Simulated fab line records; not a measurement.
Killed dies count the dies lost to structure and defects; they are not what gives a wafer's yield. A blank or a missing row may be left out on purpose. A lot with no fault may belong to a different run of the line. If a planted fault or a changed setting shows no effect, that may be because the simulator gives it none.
The tool behind it: which one? / flow nand harc / 72 wafers from 24 lots sampled at 4 of the route's 1302 steps

WHAT THE GAUGES SHOWED, per wafer
NHARC_P_ZERO_WELL_CD_MEAS_11 targets a cd of 500 nm. Usual: cd nm 499.0 nm, standard deviation 2.2.
lot=L074; measured=day 1 21:16; on=cd sem-01; cd nm (nm)=496.4 499.8 497.1; flag=
lot=L075; measured=day 2 07:07; on=cd sem-03; cd nm (nm)=499.2 503.0 496.7; flag=
lot=L076; measured=day 2 17:07; on=cd sem-03; cd nm (nm)=496.7 498.4 498.4; flag=
lot=L077; measured=day 3 03:08; on=cd sem-01; cd nm (nm)=499.8 501.4 496.1; flag=
lot=L078; measured=day 3 13:07; on=cd sem-03; cd nm (nm)=496.6 496.4 495.2; flag=
lot=L079; measured=day 3 23:11; on=cd sem-03; cd nm (nm)=498.2 496.9 497.1; flag=
lot=L080; measured=day 4 09:15; on=cd sem-03; cd nm (nm)=499.0 500.0 498.2; flag=
lot=L081; measured=day 4 19:17; on=cd sem-03; cd nm (nm)=498.3 500.0 496.8; flag=
lot=L082; measured=day 5 05:15; on=cd sem-03; cd nm (nm)=502.5 500.0 502.6; flag=
lot=L083; measured=day 5 15:19; on=cd sem-01; cd nm (nm)=499.8 496.5 500.8; flag=
lot=L084; measured=day 6 01:07; on=cd sem-01; cd nm (nm)=503.9 500.0 500.0; flag=
lot=L085; measured=day 6 11:14; on=cd sem-03; cd nm (nm)=501.6 501.1 501.5; flag=
lot=L086; measured=day 6 21:18; on=cd sem-03; cd nm (nm)=499.1 496.2 496.7; flag=
lot=L087; measured=day 7 07:07; on=cd sem-01; cd nm (nm)=492.8 495.9 495.5; flag=
lot=L088; measured=day 7 17:14; on=cd sem-01; cd nm (nm)=500.3 498.7 499.9; flag=
lot=L089; measured=day 8 03:07; on=cd sem-01; cd nm (nm)=499.3 502.1 496.4; flag=
lot=L090; measured=day 8 13:07; on=cd sem-02; cd nm (nm)=496.7 500.6 503.0; flag=
lot=L091; measured=day 8 23:17; on=cd sem-01; cd nm (nm)=499.8 498.7 499.8; flag=
lot=L092; measured=day 9 09:07; on=cd sem-02; cd nm (nm)=499.8 502.6 497.8; flag=
lot=L093; measured=day 9 19:14; on=cd sem-03; cd nm (nm)=498.1 499.5 498.4; flag=
lot=L094; measured=day 10 05:07; on=cd sem-01; cd nm (nm)=501.4 499.3 497.2; flag=
lot=L095; measured=day 10 15:14; on=cd sem-02; cd nm (nm)=496.0 499.5 496.3; flag=
lot=L096; measured=day 11 01:14; on=cd sem-03; cd nm (nm)=497.0 500.0 497.3; flag=
lot=L097; measured=day 11 11:14; on=cd sem-01; cd nm (nm)=501.3 496.4 497.6; flag=

NHARC_P_GATE_CD_MEAS_26 targets a cd of 120 nm. Usual: cd nm 120.4 nm, standard deviation 0.91.
lot=L074; measured=day 5 00:03; on=cd sem-01; cd nm (nm)=119.9 121.9 120.6; flag=
lot=L075; measured=day 5 12:38; on=cd sem-01; cd nm (nm)=120.3 118.8 120.5; flag=
lot=L076; measured=day 6 01:17; on=cd sem-03; cd nm (nm)=119.7 120.7 120.4; flag=
lot=L077; measured=day 6 11:26; on=cd sem-02; cd nm (nm)=120.0 121.7 120.5; flag=
lot=L078; measured=day 6 14:43; on=cd sem-03; cd nm (nm)=119.9 118.9 119.1; flag=
lot=L079; measured=day 7 00:02; on=cd sem-03; cd nm (nm)=122.1 120.6 121.6; flag=
lot=L080; measured=day 7 15:53; on=cd sem-02; cd nm (nm)=120.9 120.5 120.7; flag=
lot=L081; measured=day 8 08:07; on=cd sem-02; cd nm (nm)=119.9 120.9 121.0; flag=
lot=L082; measured=day 8 08:17; on=cd sem-02; cd nm (nm)=120.8 119.9 120.1; flag=
lot=L083; measured=day 9 01:45; on=cd sem-01; cd nm (nm)=119.0 120.4 120.6; flag=
lot=L084; measured=day 9 02:23; on=cd sem-03; cd nm (nm)=120.3 119.0 120.4; flag=
lot=L085; measured=day 9 12:37; on=cd sem-03; cd nm (nm)=122.0 120.6 120.3; flag=
lot=L086; measured=day 10 00:01; on=cd sem-03; cd nm (nm)=119.3 119.8 120.2; flag=
lot=L087; measured=day 10 22:29; on=cd sem-03; cd nm (nm)=120.7 122.1 120.4; flag=
lot=L088; measured=day 10 21:54; on=cd sem-03; cd nm (nm)=121.2 121.6 120.0; flag=
lot=L089; measured=day 11 05:31; on=cd sem-03; cd nm (nm)=120.2 119.2 120.8; flag=
lot=L090; measured=day 11 19:37; on=cd sem-02; cd nm (nm)=121.2 121.0 120.3; flag=
lot=L091; measured=day 12 03:37; on=cd sem-02; cd nm (nm)=119.8 119.8 118.9; flag=
lot=L092; measured=day 12 11:25; on=cd sem-01; cd nm (nm)=120.6 122.5 120.4; flag=
lot=L093; measured=day 12 20:05; on=cd sem-01; cd nm (nm)=119.7 121.6 120.5; flag=
lot=L094; measured=day 13 08:49; on=cd sem-03; cd nm (nm)=119.0 119.5 119.1; flag=
lot=L095; measured=day 13 23:58; on=cd sem-03; cd nm (nm)=120.8 120.8 121.3; flag=
lot=L096; measured=day 14 05:56; on=cd sem-01; cd nm (nm)=119.8 119.4 119.5; flag=
lot=L097; measured=day 14 15:11; on=cd sem-02; cd nm (nm)=120.4 120.7 122.0; flag=

NHARC_P_GATE_INSPECT_28. Usual: raw defect count 6.4, standard deviation 2.8.
lot=L074; measured=day 5 00:10; on=defect inspect-01; raw defect count=5 5 4; flag=
lot=L075; measured=day 5 12:45; on=defect inspect-02; raw defect count=6 6 9; flag=
lot=L076; measured=day 6 01:24; on=defect inspect-02; raw defect count=10 6 8; flag=
lot=L077; measured=day 6 11:34; on=defect inspect-01; raw defect count=14 12 11; flag=
lot=L078; measured=day 6 14:50; on=defect inspect-01; raw defect count=8 10 12; flag=
lot=L079; measured=day 7 00:10; on=defect inspect-01; raw defect count=10 3 10; flag=
lot=L080; measured=day 7 16:00; on=defect inspect-02; raw defect count=12 3 6; flag=
lot=L081; measured=day 8 08:14; on=defect inspect-02; raw defect count=6 1 5; flag=
lot=L082; measured=day 8 08:25; on=defect inspect-01; raw defect count=6 5 8; flag=
lot=L083; measured=day 9 01:52; on=defect inspect-02; raw defect count=2 6 6; flag=
lot=L084; measured=day 9 02:31; on=defect inspect-01; raw defect count=9 6 4; flag=
lot=L085; measured=day 9 12:44; on=defect inspect-02; raw defect count=8 6 3; flag=
lot=L086; measured=day 10 00:08; on=defect inspect-02; raw defect count=4 4 6; flag=
lot=L087; measured=day 10 22:37; on=defect inspect-01; raw defect count=6 5 5; flag=
lot=L088; measured=day 10 22:01; on=defect inspect-02; raw defect count=7 8 5; flag=
lot=L089; measured=day 11 05:38; on=defect inspect-02; raw defect count=2 4 8; flag=
lot=L090; measured=day 11 19:44; on=defect inspect-01; raw defect count=4 7 6; flag=
lot=L091; measured=day 12 03:45; on=defect inspect-02; raw defect count=7 5 6; flag=
lot=L092; measured=day 12 11:32; on=defect inspect-02; raw defect count=3 5 2; flag=
lot=L093; measured=day 12 20:13; on=defect inspect-02; raw defect count=3 10 4; flag=
lot=L094; measured=day 13 08:57; on=defect inspect-01; raw defect count=5 5 7; flag=
lot=L095; measured=day 14 00:06; on=defect inspect-02; raw defect count=5 5 7; flag=
lot=L096; measured=day 14 06:03; on=defect inspect-01; raw defect count=6 6 9; flag=
lot=L097; measured=day 14 15:18; on=defect inspect-01; raw defect count=12 5 5; flag=

TOOL THAT RAN EACH LOT (tool first, then ch and the chambers of the sampled wafers, then the start)
lot=L074; NHARC_P_ZERO_WELL_DESCUM_39=rie diel-02 ch 1,2,3, day 2 00:18
lot=L075; NHARC_P_ZERO_WELL_DESCUM_39=rie diel-09 ch 0,2,3, day 2 10:16
lot=L076; NHARC_P_ZERO_WELL_DESCUM_39=rie diel-12 ch 0,1,3, day 2 20:18
lot=L077; NHARC_P_ZERO_WELL_DESCUM_39=rie diel-09 ch 0,1,3, day 3 06:12
lot=L078; NHARC_P_ZERO_WELL_DESCUM_39=rie diel-09 ch 0,2,3, day 3 16:13
lot=L079; NHARC_P_ZERO_WELL_DESCUM_39=rie diel-09 ch 0,1, day 4 02:20
lot=L080; NHARC_P_ZERO_WELL_DESCUM_39=rie diel-09 ch 0,2,3, day 4 12:09
lot=L081; NHARC_P_ZERO_WELL_DESCUM_39=rie diel-02 ch 1,2,3, day 4 22:30
lot=L082; NHARC_P_ZERO_WELL_DESCUM_39=rie diel-02 ch 0,1,3, day 5 08:15
lot=L083; NHARC_P_ZERO_WELL_DESCUM_39=rie diel-12 ch 2,3, day 5 18:22
lot=L084; NHARC_P_ZERO_WELL_DESCUM_39=rie diel-09 ch 2,3, day 6 04:03
lot=L085; NHARC_P_ZERO_WELL_DESCUM_39=rie diel-12 ch 0,2,3, day 6 14:23
lot=L086; NHARC_P_ZERO_WELL_DESCUM_39=rie diel-12 ch 1,2,3, day 7 00:39
lot=L087; NHARC_P_ZERO_WELL_DESCUM_39=rie diel-09 ch 1,2,3, day 7 10:17
lot=L088; NHARC_P_ZERO_WELL_DESCUM_39=rie diel-09 ch 1,2,3, day 7 20:23
lot=L089; NHARC_P_ZERO_WELL_DESCUM_39=rie diel-12 ch 1,2,3, day 8 06:18
lot=L090; NHARC_P_ZERO_WELL_DESCUM_39=rie diel-02 ch 0,2, day 8 16:08
lot=L091; NHARC_P_ZERO_WELL_DESCUM_39=rie diel-12 ch 0,2, day 9 02:55
lot=L092; NHARC_P_ZERO_WELL_DESCUM_39=rie diel-12 ch 0,1, day 9 12:16
lot=L093; NHARC_P_ZERO_WELL_DESCUM_39=rie diel-09 ch 0,1,3, day 9 22:16
lot=L094; NHARC_P_ZERO_WELL_DESCUM_39=rie diel-09 ch 0,2, day 10 09:34
lot=L095; NHARC_P_ZERO_WELL_DESCUM_39=rie diel-12 ch 1,2, day 10 18:25
lot=L096; NHARC_P_ZERO_WELL_DESCUM_39=rie diel-09 ch 0,2,3, day 11 04:20
lot=L097; NHARC_P_ZERO_WELL_DESCUM_39=rie diel-02 ch 0,3, day 11 14:15
- NHARC_P_ZERO_WELL_DESCUM_39: chemistry O2, time 3 s.

WHAT THE TOOLS THEMSELVES READ (means of the sampled wafers that have a number; where no wafer has one, the mark that the record gives instead)
NHARC_P_ZERO_WELL_DESCUM_39. Usual: drypump motor current A 5.7 A, standard deviation 0.36; oes product au 1.002 a.u., standard deviation 0.0099; rf vpp V 57.8 V, standard deviation 0.84; showerhead plenum p Torr 1.91 Torr, standard deviation 0.076; throttle valve pct 11.311 %, standard deviation 0.0091.
lot=L074; tool=rie diel-02; drypump motor current A (A)=5.6; oes product au (a.u.)=1.001; rf vpp V (V)=58.1; showerhead plenum p Torr (Torr)=1.88; throttle valve pct (%)=11.306; flag=
lot=L075; tool=rie diel-09; drypump motor current A (A)=5.6; oes product au (a.u.)=1.006; rf vpp V (V)=58.4; showerhead plenum p Torr (Torr)=1.93; throttle valve pct (%)=11.313; flag=
lot=L076; tool=rie diel-12; drypump motor current A (A)=5.4; oes product au (a.u.)=0.995; rf vpp V (V)=58.0; showerhead plenum p Torr (Torr)=1.93; throttle valve pct (%)=11.315; flag=
lot=L077; tool=rie diel-09; drypump motor current A (A)=5.8; oes product au (a.u.)=1.008; rf vpp V (V)=57.5; showerhead plenum p Torr (Torr)=1.93; throttle valve pct (%)=11.315; flag=
lot=L078; tool=rie diel-09; drypump motor current A (A)=5.6; oes product au (a.u.)=1.002; rf vpp V (V)=56.9; showerhead plenum p Torr (Torr)=1.93; throttle valve pct (%)=11.312; flag=
lot=L079; tool=rie diel-09; drypump motor current A (A)=5.9; oes product au (a.u.)=0.999; rf vpp V (V)=57.5; showerhead plenum p Torr (Torr)=1.97; throttle valve pct (%)=11.318; flag=
lot=L080; tool=rie diel-09; drypump motor current A (A)=5.6; oes product au (a.u.)=1.000; rf vpp V (V)=58.2; showerhead plenum p Torr (Torr)=1.93; throttle valve pct (%)=11.308; flag=
lot=L081; tool=rie diel-02; drypump motor current A (A)=5.6; oes product au (a.u.)=1.009; rf vpp V (V)=57.6; showerhead plenum p Torr (Torr)=1.88; throttle valve pct (%)=11.309; flag=
lot=L082; tool=rie diel-02; drypump motor current A (A)=5.8; oes product au (a.u.)=1.014; rf vpp V (V)=57.9; showerhead plenum p Torr (Torr)=1.91; throttle valve pct (%)=11.309; flag=
lot=L083; tool=rie diel-12; drypump motor current A (A)=5.7; oes product au (a.u.)=1.003; rf vpp V (V)=57.3; showerhead plenum p Torr (Torr)=1.84; throttle valve pct (%)=11.307; flag=
lot=L084; tool=rie diel-09; drypump motor current A (A)=5.8; oes product au (a.u.)=1.010; rf vpp V (V)=58.0; showerhead plenum p Torr (Torr)=1.90; throttle valve pct (%)=11.315; flag=
lot=L085; tool=rie diel-12; drypump motor current A (A)=5.6; oes product au (a.u.)=1.011; rf vpp V (V)=57.5; showerhead plenum p Torr (Torr)=1.90; throttle valve pct (%)=11.317; flag=
lot=L086; tool=rie diel-12; drypump motor current A (A)=5.5; oes product au (a.u.)=1.007; rf vpp V (V)=58.5; showerhead plenum p Torr (Torr)=1.86; throttle valve pct (%)=11.310; flag=
lot=L087; tool=rie diel-09; drypump motor current A (A)=5.9; oes product au (a.u.)=1.006; rf vpp V (V)=58.0; showerhead plenum p Torr (Torr)=1.95; throttle valve pct (%)=11.318; flag=
lot=L088; tool=rie diel-09; drypump motor current A (A)=5.9; oes product au (a.u.)=1.001; rf vpp V (V)=58.1; showerhead plenum p Torr (Torr)=1.95; throttle valve pct (%)=11.313; flag=
lot=L089; tool=rie diel-12; drypump motor current A (A)=5.6; oes product au (a.u.)=1.001; rf vpp V (V)=57.6; showerhead plenum p Torr (Torr)=1.85; throttle valve pct (%)=11.327; flag=
lot=L090; tool=rie diel-02; drypump motor current A (A)=5.9; oes product au (a.u.)=0.988; rf vpp V (V)=58.3; showerhead plenum p Torr (Torr)=1.89; throttle valve pct (%)=11.304; flag=
lot=L091; tool=rie diel-12; drypump motor current A (A)=5.7; oes product au (a.u.)=1.009; rf vpp V (V)=58.3; showerhead plenum p Torr (Torr)=1.90; throttle valve pct (%)=11.310; flag=
lot=L092; tool=rie diel-12; drypump motor current A (A)=5.6; oes product au (a.u.)=0.993; rf vpp V (V)=58.2; showerhead plenum p Torr (Torr)=1.92; throttle valve pct (%)=11.312; flag=
lot=L093; tool=rie diel-09; drypump motor current A (A)=5.8; oes product au (a.u.)=1.003; rf vpp V (V)=57.5; showerhead plenum p Torr (Torr)=1.91; throttle valve pct (%)=11.307; flag=
lot=L094; tool=rie diel-09; drypump motor current A (A)=5.4; oes product au (a.u.)=1.005; rf vpp V (V)=57.5; showerhead plenum p Torr (Torr)=1.94; throttle valve pct (%)=11.307; flag=
lot=L095; tool=rie diel-12; drypump motor current A (A)=5.7; oes product au (a.u.)=0.987; rf vpp V (V)=57.3; showerhead plenum p Torr (Torr)=1.81; throttle valve pct (%)=11.308; flag=
lot=L096; tool=rie diel-09; drypump motor current A (A)=5.6; oes product au (a.u.)=0.998; rf vpp V (V)=58.1; showerhead plenum p Torr (Torr)=1.92; throttle valve pct (%)=11.311; flag=
lot=L097; tool=rie diel-02; drypump motor current A (A)=5.5; oes product au (a.u.)=0.994; rf vpp V (V)=57.7; showerhead plenum p Torr (Torr)=1.85; throttle valve pct (%)=11.312; flag=

THE ANSWER, worked out from the rows above alone
Rule: a lot counts as off when the mean over its wafers that have a number is more than 3 standard deviations away from the usual mean. A lot without any number at a reading at which 4 lots or more have one is off too. The other lots that the step has rows for count as sound. The gauges are gone through in route order, then the tools' own readings, and for those a lot's mean is taken as printed above. The first step at which some lot is off is used, and at that step the reading that is off furthest; a lot without a number counts as furthest.
No lot is off on any of the readings shown, so nothing can be concluded from this.

WHAT WAS PUT IN BY THE SIMULATOR
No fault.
